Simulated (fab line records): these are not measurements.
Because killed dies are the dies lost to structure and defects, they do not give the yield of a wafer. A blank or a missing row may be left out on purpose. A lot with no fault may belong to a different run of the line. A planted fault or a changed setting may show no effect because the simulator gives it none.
Which tool did it? | flow n5-finfet | 72 wafers from 24 lots sampled at 6 of the route's 1938 steps

WHAT EACH GAUGE READ, for each wafer
N5_BEOL_M1_CD_MEAS_28: target cd y 23.3 nm. Usual: 23.94 nm for cd-nm, sd 0.22.
lot  | measured     | on        | cd-nm (nm)        | flag
L074 | day 5 23:37  | cd-sem-03 | 23.68 23.62 23.49 |
L075 | day 6 10:18  | cd-sem-01 | 24.43 24.13 24.23 |
L076 | day 6 13:41  | cd-sem-01 | 23.95 24.07 24.07 |
L077 | day 6 22:08  | cd-sem-01 | 24.30 23.78 24.41 |
L078 | day 7 00:25  | cd-sem-03 | 23.81 23.96 23.70 |
L079 | day 7 10:36  | cd-sem-02 | 23.80 23.63 23.66 |
L080 | day 7 19:39  | cd-sem-03 | 24.05 23.95 23.83 |
L081 | day 7 19:22  | cd-sem-02 | 24.31 24.02 24.45 |
L082 | day 7 22:38  | cd-sem-03 | 23.69 24.03 23.69 |
L083 | day 8 12:52  | cd-sem-01 | 23.79 23.99 24.19 |
L084 | day 8 14:33  | cd-sem-02 | 23.84 23.71 23.84 |
L085 | day 9 00:46  | cd-sem-02 | 23.89 23.61 23.69 |
L086 | day 9 12:17  | cd-sem-02 | 24.12 24.08 23.91 |
L087 | day 9 12:14  | cd-sem-01 | 24.13 24.08 23.49 |
L088 | day 9 12:42  | cd-sem-02 | 23.98 23.96 23.63 |
L089 | day 9 17:03  | cd-sem-03 | 23.93 24.12 24.16 |
L090 | day 10 01:50 | cd-sem-03 | 24.06 24.30 23.79 |
L091 | day 10 10:05 | cd-sem-03 | 23.90 23.90 23.85 |
L092 | day 10 15:31 | cd-sem-01 | 24.47 24.05 24.00 |
L093 | day 10 16:05 | cd-sem-01 | 23.84 23.85 23.94 |
L094 | day 11 04:41 | cd-sem-03 | 24.01 24.04 23.98 |
L095 | day 11 09:18 | cd-sem-02 | 23.97 24.16 24.23 |
L096 | day 11 19:17 | cd-sem-03 | 23.84 24.18 24.13 |
L097 | day 11 21:44 | cd-sem-02 | 24.00 23.85 23.89 |

TOOL THAT RAN EACH LOT (tool first, then ch and the chambers of the sampled wafers, then the start)
lot  | N5_BEOL_M0_CUTY_ETCH_62            | N5_BEOL_M0_STRIP_142               | N5_BEOL_M0_SPUTTER_132       | N5_BEOL_M0_ANNEAL_133        | N5_BEOL_M1_STRIP_66
L074 | rie-diel-06 ch 0,1, day 5 16:47    | rie-diel-06 ch 0,2, day 5 17:37    | pvd-sputter-03, day 5 19:56  | pvd-sputter-03, day 5 20:01  | rie-diel-02 ch 1,2,3, day 5 22:57
L075 | rie-diel-05 ch 0,1,2, day 6 02:17  | rie-diel-04 ch 1,2,3, day 6 04:58  | pvd-sputter-02, day 6 06:42  | pvd-sputter-02, day 6 06:47  | rie-diel-01 ch 1,2,3, day 6 09:38
L076 | rie-diel-05 ch 2,3, day 6 04:58    | rie-diel-06 ch 0,1,2, day 6 06:17  | pvd-sputter-03, day 6 08:14  | pvd-sputter-03, day 6 08:19  | rie-diel-02 ch 0,3, day 6 12:52
L077 | rie-diel-04 ch 0,3, day 6 12:19    | rie-diel-06 ch 1,2,3, day 6 16:40  | pvd-sputter-02, day 6 18:34  | pvd-sputter-02, day 6 18:39  | rie-diel-03 ch 0,1, day 6 21:35
L078 | rie-diel-06 ch 1,3, day 6 16:13    | rie-diel-04 ch 0,3, day 6 16:57    | pvd-sputter-01, day 6 20:11  | pvd-sputter-01, day 6 20:16  | rie-diel-03 ch 0,1,3, day 6 23:52
L079 | rie-diel-05 ch 0,2,3, day 7 03:02  | rie-diel-04 ch 0,1,3, day 7 03:44  | pvd-sputter-03, day 7 07:00  | pvd-sputter-03, day 7 07:05  | rie-diel-02 ch 0,2,3, day 7 10:02
L080 | rie-diel-04 ch 0,2, day 7 09:12    | rie-diel-04 ch 1,3, day 7 12:02    | pvd-sputter-02, day 7 15:52  | pvd-sputter-02, day 7 15:57  | rie-diel-01 ch 0,1,2, day 7 18:59
L081 | rie-diel-05 ch 0,1,3, day 7 11:26  | rie-diel-05 ch 1,2,3, day 7 12:19  | pvd-sputter-02, day 7 13:31  | pvd-sputter-02, day 7 13:35  | rie-diel-01 ch 0,2,3, day 7 18:43
L082 | rie-diel-05 ch 0,1,2, day 7 15:01  | rie-diel-04 ch 0,1, day 7 17:38    | pvd-sputter-03, day 7 19:46  | pvd-sputter-03, day 7 19:51  | rie-diel-01 ch 2,3, day 7 22:05
L083 | rie-diel-04 ch 3, day 8 02:20      | rie-diel-05 ch 1,2, day 8 04:52    | pvd-sputter-01, day 8 07:43  | pvd-sputter-01, day 8 07:48  | rie-diel-01 ch 0,2,3, day 8 12:20
L084 | rie-diel-04 ch 2,3, day 8 07:10    | rie-diel-05 ch 0,1,2, day 8 07:50  | pvd-sputter-01, day 8 10:37  | pvd-sputter-01, day 8 10:41  | rie-diel-03 ch 2,3, day 8 13:49
L085 | rie-diel-04 ch 1,2,3, day 8 15:08  | rie-diel-04 ch 1,2,3, day 8 18:05  | pvd-sputter-02, day 8 20:23  | pvd-sputter-02, day 8 20:28  | rie-diel-03 ch 0,1,2, day 9 00:08
L086 | rie-diel-05 ch 0,1,3, day 9 01:08  | rie-diel-05 ch 0,2,3, day 9 04:47  | pvd-sputter-01, day 9 07:42  | pvd-sputter-01, day 9 07:47  | rie-diel-02 ch 0,1,3, day 9 11:38
L087 | rie-diel-05 ch 0,1,3, day 9 03:17  | rie-diel-05 ch 0,3, day 9 04:41    | pvd-sputter-02, day 9 07:32  | pvd-sputter-02, day 9 07:37  | rie-diel-01 ch 0,3, day 9 11:34
L088 | rie-diel-06 ch 0,3, day 9 06:17    | rie-diel-04 ch 2,3, day 9 07:06    | pvd-sputter-03, day 9 08:25  | pvd-sputter-03, day 9 08:30  | rie-diel-01 ch 0,1,3, day 9 12:01
L089 | rie-diel-06 ch 0,1,2, day 9 11:31  | rie-diel-05 ch 1,2,3, day 9 12:11  | pvd-sputter-03, day 9 13:28  | pvd-sputter-03, day 9 13:32  | rie-diel-01 ch 0,1,3, day 9 16:22
L090 | rie-diel-04 ch 0,1,3, day 9 17:34  | rie-diel-04 ch 1,2,3, day 9 18:13  | pvd-sputter-03, day 9 20:40  | pvd-sputter-03, day 9 20:44  | rie-diel-02 ch 0,3, day 10 01:10
L091 | rie-diel-04 ch 0,2, day 10 01:27   | rie-diel-06 ch 1,3, day 10 02:51   | pvd-sputter-01, day 10 05:34 | pvd-sputter-01, day 10 05:39 | rie-diel-02 ch 0,3, day 10 09:32
L092 | rie-diel-05 ch 0,2,3, day 10 07:42 | rie-diel-04 ch 1,2, day 10 08:28   | pvd-sputter-03, day 10 11:45 | pvd-sputter-03, day 10 11:50 | rie-diel-02 ch 2,3, day 10 14:49
L093 | rie-diel-05 ch 0,3, day 10 08:50   | rie-diel-04 ch 1,2, day 10 10:04   | pvd-sputter-02, day 10 12:45 | pvd-sputter-02, day 10 12:50 | rie-diel-02 ch 0,2,3, day 10 15:32
L094 | rie-diel-05 ch 0,1, day 10 19:20   | rie-diel-06 ch 1,2, day 10 21:30   | pvd-sputter-02, day 11 00:00 | pvd-sputter-02, day 11 00:05 | rie-diel-01 ch 0,2, day 11 04:08
L095 | rie-diel-04 ch 1,2,3, day 11 00:09 | rie-diel-04 ch 0,1,3, day 11 03:40 | pvd-sputter-01, day 11 05:29 | pvd-sputter-01, day 11 05:34 | rie-diel-03 ch 1,2,3, day 11 08:45
L096 | rie-diel-05 ch 1,2,3, day 11 06:52 | rie-diel-06 ch 1,3, day 11 12:34   | pvd-sputter-03, day 11 15:40 | pvd-sputter-03, day 11 15:44 | rie-diel-02 ch 0,2,3, day 11 18:44
L097 | rie-diel-06 ch 1,3, day 11 11:29   | rie-diel-05 ch 0,3, day 11 12:37   | pvd-sputter-03, day 11 16:06 | pvd-sputter-03, day 11 16:11 | rie-diel-02 ch 0,1,3, day 11 21:01
- N5_BEOL_M0_CUTY_ETCH_62: etches SiARC in CF4, time 58.5 s.
- N5_BEOL_M0_STRIP_142: strips in N2/H2, time 10 s.
- N5_BEOL_M0_SPUTTER_132: material Cu, target thk 4 nm, time 7.37 s.
- N5_BEOL_M0_ANNEAL_133: time 60 s.
- N5_BEOL_M1_STRIP_66: strips in CF4.

AS READ BY THE TOOLS THEMSELVES (means over the sampled wafers that have a number; for cases with no such wafer, the mark the record gives instead)
N5_BEOL_M0_CUTY_ETCH_62. Usual: drypump-motor-current-A 5.7 A, standard deviation 0.52; etch-rf-on-time-s 57.8 s, standard deviation 1.7; oes-product-au 0.66 a.u., standard deviation 0.064; rf-vpp-V 183.8 V, standard deviation 1; showerhead-plenum-p-Torr 2.11 Torr, standard deviation 0.069; throttle-valve-pct 15.72 %, standard deviation 0.19.
lot  | tool        | drypump-motor-current-A (A) | etch-rf-on-time-s (s) | oes-product-au (a.u.) | rf-vpp-V (V) | showerhead-plenum-p-Torr (Torr) | throttle-valve-pct (%) | flag
L074 | rie-diel-06 | 5.9                         | 58.1                  | 0.63                  | 182.7        | 2.02                            | 15.77                  |
L075 | rie-diel-05 | 6.1                         | 57.0                  | 0.67                  | 183.1        | 2.10                            | 15.74                  |
L076 | rie-diel-05 | 6.1                         | 57.3                  | 0.69                  | 184.1        | 2.14                            | 15.51                  |
L077 | rie-diel-04 | 5.6                         | 58.1                  | 0.65                  | 184.6        | 2.18                            | 15.76                  |
L078 | rie-diel-06 | 5.4                         | 58.0                  | 0.70                  | 182.4        | 2.01                            | 15.64                  |
L079 | rie-diel-05 | 5.9                         | 57.5                  | 0.66                  | 183.7        | 2.13                            | 15.63                  |
L080 | rie-diel-04 | 5.6                         | 58.6                  | 0.63                  | 184.7        | 2.23                            | 15.73                  |
L081 | rie-diel-05 | 5.8                         | 56.7                  | 0.65                  | 183.8        | 2.09                            | 15.78                  |
L082 | rie-diel-05 | 6.1                         | 57.6                  | 0.65                  | 183.3        | 2.10                            | 15.78                  |
L083 | rie-diel-04 | 4.9                         | 57.1                  | 0.63                  | 182.8        | 2.06                            | 15.83                  |
L084 | rie-diel-04 | 4.9                         | 59.9                  | 0.61                  | 184.1        | 2.16                            | 15.76                  |
L085 | rie-diel-04 | 5.2                         | 59.0                  | 0.65                  | 184.1        | 2.15                            | 15.78                  |
L086 | rie-diel-05 | 5.7                         | 57.4                  | 0.64                  | 183.2        | 2.09                            | 15.81                  |
L087 | rie-diel-05 | 5.7                         | 57.9                  | 0.63                  | 183.6        | 2.09                            | 15.82                  |
L088 | rie-diel-06 | 5.6                         | 57.9                  | 0.71                  | 183.7        | 2.09                            | 15.50                  |
L089 | rie-diel-06 | 5.9                         | 58.3                  | 0.65                  | 183.7        | 2.08                            | 15.64                  |
L090 | rie-diel-04 | 5.6                         | 57.9                  | 0.66                  | 184.3        | 2.15                            | 15.80                  |
L091 | rie-diel-04 | 5.3                         | 60.8                  | 0.60                  | 185.2        | 2.21                            | 15.76                  |
L092 | rie-diel-05 | 5.9                         | 57.7                  | 0.64                  | 184.7        | 2.12                            | 15.70                  |
L093 | rie-diel-05 | 5.6                         | 57.9                  | 0.63                  | 184.2        | 2.11                            | 15.83                  |
L094 | rie-diel-05 | 5.8                         | 58.4                  | 0.61                  | 184.4        | 2.08                            | 15.95                  |
L095 | rie-diel-04 | 5.2                         | 59.5                  | 0.63                  | 184.3        | 2.14                            | 15.82                  |
L096 | rie-diel-05 | 6.0                         | 56.7                  | 0.64                  | 183.1        | 2.09                            | 15.73                  |
L097 | rie-diel-06 | 5.3                         | 57.1                  | 0.71                  | 182.7        | 2.05                            | 15.55                  |

N5_BEOL_M0_STRIP_142. Usual: drypump-motor-current-A 5.7 A, standard deviation 0.52; h2-flow-sccm 200.0 sccm, standard deviation 0.56; oes-product-au 0.78 a.u., standard deviation 0.078; rf-vpp-V 59.1 V, standard deviation 0.94; showerhead-plenum-p-Torr 2.52 Torr, standard deviation 0.098; throttle-valve-pct 23.76 %, standard deviation 0.3.
lot  | tool        | drypump-motor-current-A (A) | h2-flow-sccm (sccm) | oes-product-au (a.u.) | rf-vpp-V (V) | showerhead-plenum-p-Torr (Torr) | throttle-valve-pct (%) | flag
L074 | rie-diel-06 | 6.2                         | 199.3               | 0.78                  | 59.4         | 2.54                            | 23.81                  |
L075 | rie-diel-04 | 5.2                         | 200.0               | 0.80                  | 59.5         | 2.55                            | 23.81                  |
L076 | rie-diel-06 | 5.9                         | 199.8               | 0.79                  | 58.6         | 2.47                            | 23.63                  |
L077 | rie-diel-06 | 5.4                         | 200.3               | 0.88                  | 58.9         | 2.46                            | 23.44                  |
L078 | rie-diel-04 | 5.3                         | 200.1               | 0.75                  | 58.3         | 2.52                            | 23.97                  |
L079 | rie-diel-04 | 5.6                         | 200.5               | 0.79                  | 59.3         | 2.57                            | 23.98                  |
L080 | rie-diel-04 | 5.2                         | 199.9               | 0.79                  | 58.7         | 2.49                            | 23.95                  |
L081 | rie-diel-05 | 6.0                         | 199.7               | 0.78                  | 59.5         | 2.49                            | 23.49                  |
L082 | rie-diel-04 | 5.9                         | 199.8               | 0.84                  | 59.8         | 2.61                            | 23.99                  |
L083 | rie-diel-05 | 6.3                         | 199.8               | 0.76                  | 59.7         | 2.46                            | 23.60                  |
L084 | rie-diel-05 | 6.1                         | 199.7               | 0.76                  | 59.2         | 2.50                            | 23.77                  |
L085 | rie-diel-04 | 5.2                         | 200.2               | 0.77                  | 58.8         | 2.54                            | 23.84                  |
L086 | rie-diel-05 | 5.9                         | 200.0               | 0.76                  | 58.5         | 2.53                            | 23.66                  |
L087 | rie-diel-05 | 5.5                         | 200.1               | 0.75                  | 58.7         | 2.51                            | 23.60                  |
L088 | rie-diel-04 | 4.9                         | 200.1               | 0.72                  | 59.2         | 2.56                            | 23.71                  |
L089 | rie-diel-05 | 6.0                         | 199.9               | 0.75                  | 59.0         | 2.49                            | 23.51                  |
L090 | rie-diel-04 | 5.2                         | 200.1               | 0.75                  | 60.0         | 2.54                            | 23.85                  |
L091 | rie-diel-06 | 5.4                         | 200.1               | 0.77                  | 58.5         | 2.36                            | 23.64                  |
L092 | rie-diel-04 | 5.5                         | 199.9               | 0.79                  | 59.0         | 2.58                            | 23.86                  |
L093 | rie-diel-04 | 5.5                         | 200.5               | 0.79                  | 59.0         | 2.58                            | 23.87                  |
L094 | rie-diel-06 | 5.6                         | 199.5               | 0.82                  | 59.0         | 2.47                            | 23.34                  |
L095 | rie-diel-04 | 5.6                         | 200.3               | 0.76                  | 59.1         | 2.55                            | 24.03                  |
L096 | rie-diel-06 | 5.4                         | 200.8               | 0.76                  | 58.1         | 2.36                            | 23.65                  |
L097 | rie-diel-05 | 5.6                         | 200.2               | 0.72                  | 59.2         | 2.51                            | 23.91                  |

N5_BEOL_M0_SPUTTER_132. Usual: 30.3 % for throttle-valve-pct, sd 1.
lot  | tool           | throttle-valve-pct (%) | flag
L074 | pvd-sputter-03 | 30.2                   |
L075 | pvd-sputter-02 | 30.4                   |
L076 | pvd-sputter-03 | 29.4                   |
L077 | pvd-sputter-02 | 30.4                   |
L078 | pvd-sputter-01 | 30.3                   |
L079 | pvd-sputter-03 | 30.1                   |
L080 | pvd-sputter-02 | 30.4                   |
L081 | pvd-sputter-02 | 30.5                   |
L082 | pvd-sputter-03 | 29.5                   |
L083 | pvd-sputter-01 | 31.0                   |
L084 | pvd-sputter-01 | 30.5                   |
L085 | pvd-sputter-02 | 30.5                   |
L086 | pvd-sputter-01 | 31.5                   |
L087 | pvd-sputter-02 | 29.9                   |
L088 | pvd-sputter-03 | 29.5                   |
L089 | pvd-sputter-03 | 29.6                   |
L090 | pvd-sputter-03 | 30.2                   |
L091 | pvd-sputter-01 | 31.4                   |
L092 | pvd-sputter-03 | 30.2                   |
L093 | pvd-sputter-02 | 30.7                   |
L094 | pvd-sputter-02 | 30.3                   |
L095 | pvd-sputter-01 | 31.4                   |
L096 | pvd-sputter-03 | 30.2                   |
L097 | pvd-sputter-03 | 29.5                   |

N5_BEOL_M0_ANNEAL_133. Usual: 872 W for heater-power-w, sd 56.
lot  | tool           | heater-power-w (W) | flag
L074 | pvd-sputter-03 | 889                |
L075 | pvd-sputter-02 | 879                |
L076 | pvd-sputter-03 | 876                |
L077 | pvd-sputter-02 | 870                |
L078 | pvd-sputter-01 | 842                |
L079 | pvd-sputter-03 | 911                |
L080 | pvd-sputter-02 | 884                |
L081 | pvd-sputter-02 | 856                |
L082 | pvd-sputter-03 | 888                |
L083 | pvd-sputter-01 | 842                |
L084 | pvd-sputter-01 | 835                |
L085 | pvd-sputter-02 | 872                |
L086 | pvd-sputter-01 | 834                |
L087 | pvd-sputter-02 | 931                |
L088 | pvd-sputter-03 | 872                |
L089 | pvd-sputter-03 | 899                |
L090 | pvd-sputter-03 | 831                |
L091 | pvd-sputter-01 | 821                |
L092 | pvd-sputter-03 | 894                |
L093 | pvd-sputter-02 | 879                |
L094 | pvd-sputter-02 | 892                |
L095 | pvd-sputter-01 | 852                |
L096 | pvd-sputter-03 | 890                |
L097 | pvd-sputter-03 | 829                |

N5_BEOL_M1_STRIP_66. Usual: drypump-motor-current-A 5.5 A, standard deviation 0.48; oes-product-au 0.77 a.u., standard deviation 0.067; rf-vpp-V 271.6 V, standard deviation 1.8; showerhead-plenum-p-Torr 1.81 Torr, standard deviation 0.074; throttle-valve-pct 13.64 %, standard deviation 0.2.
lot  | tool        | drypump-motor-current-A (A) | oes-product-au (a.u.) | rf-vpp-V (V) | showerhead-plenum-p-Torr (Torr) | throttle-valve-pct (%) | flag
L074 | rie-diel-02 | 5.5                         | 0.79                  | 270.4        | 1.76                            | 13.50                  |
L075 | rie-diel-01 | 5.3                         | 0.86                  | 272.7        | 1.86                            | 13.55                  |
L076 | rie-diel-02 | 5.4                         | 0.78                  | 271.9        | 1.82                            | 13.62                  |
L077 | rie-diel-03 | 5.2                         | 0.74                  | 271.7        | 1.79                            | 13.82                  |
L078 | rie-diel-03 | 5.4                         | 0.75                  | 272.1        | 1.82                            | 13.76                  |
L079 | rie-diel-02 | 5.7                         | 0.79                  | 270.4        | 1.78                            | 13.65                  |
L080 | rie-diel-01 | 5.6                         | 0.84                  | 272.8        | 1.89                            | 13.58                  |
L081 | rie-diel-01 | 5.4                         | 0.80                  | 272.5        | 1.85                            | 13.61                  |
L082 | rie-diel-01 | 5.1                         | 0.81                  | 271.0        | 1.81                            | 13.59                  |
L083 | rie-diel-01 | 5.4                         | 0.79                  | 272.1        | 1.84                            | 13.62                  |
L084 | rie-diel-03 | 6.2                         | 0.75                  | 272.5        | 1.86                            | 13.50                  |
L085 | rie-diel-03 | 5.6                         | 0.73                  | 270.8        | 1.82                            | 13.73                  |
L086 | rie-diel-02 | 5.3                         | 0.76                  | 270.8        | 1.78                            | 13.52                  |
L087 | rie-diel-01 | 5.8                         | 0.71                  | 271.5        | 1.83                            | 13.79                  |
L088 | rie-diel-01 | 5.7                         | 0.77                  | 272.4        | 1.84                            | 13.74                  |
L089 | rie-diel-01 | 5.7                         | 0.76                  | 272.2        | 1.84                            | 13.76                  |
L090 | rie-diel-02 | 5.5                         | 0.80                  | 272.5        | 1.84                            | 13.56                  |
L091 | rie-diel-02 | 5.5                         | 0.80                  | 272.1        | 1.84                            | 13.57                  |
L092 | rie-diel-02 | 5.8                         | 0.81                  | 271.1        | 1.81                            | 13.58                  |
L093 | rie-diel-02 | 5.7                         | 0.77                  | 271.2        | 1.77                            | 13.70                  |
L094 | rie-diel-01 | 5.3                         | 0.82                  | 273.6        | 1.87                            | 13.53                  |
L095 | rie-diel-03 | 5.8                         | 0.73                  | 272.3        | 1.84                            | 13.65                  |
L096 | rie-diel-02 | 5.6                         | 0.76                  | 270.3        | 1.77                            | 13.72                  |
L097 | rie-diel-02 | 5.3                         | 0.75                  | 271.4        | 1.78                            | 13.56                  |

THE ANSWER, worked out from the rows above alone
Rule: lot off if the mean of its wafers having a number is beyond 3 standard deviations from the usual mean. A lot without any number at a reading at which 4 lots or more have one is off too. Where the step has rows for the other lots, those lots are counted as sound. Order of review: gauges by route order, followed by the tools' own readings, for which a lot's mean as printed above is used. At the first step where some lot is off, the reading lying furthest off is the one used; lots without a number count as furthest.
No lot is off at any reading shown: from this, nothing can be told.

WHAT THE SIMULATOR HAD PUT IN
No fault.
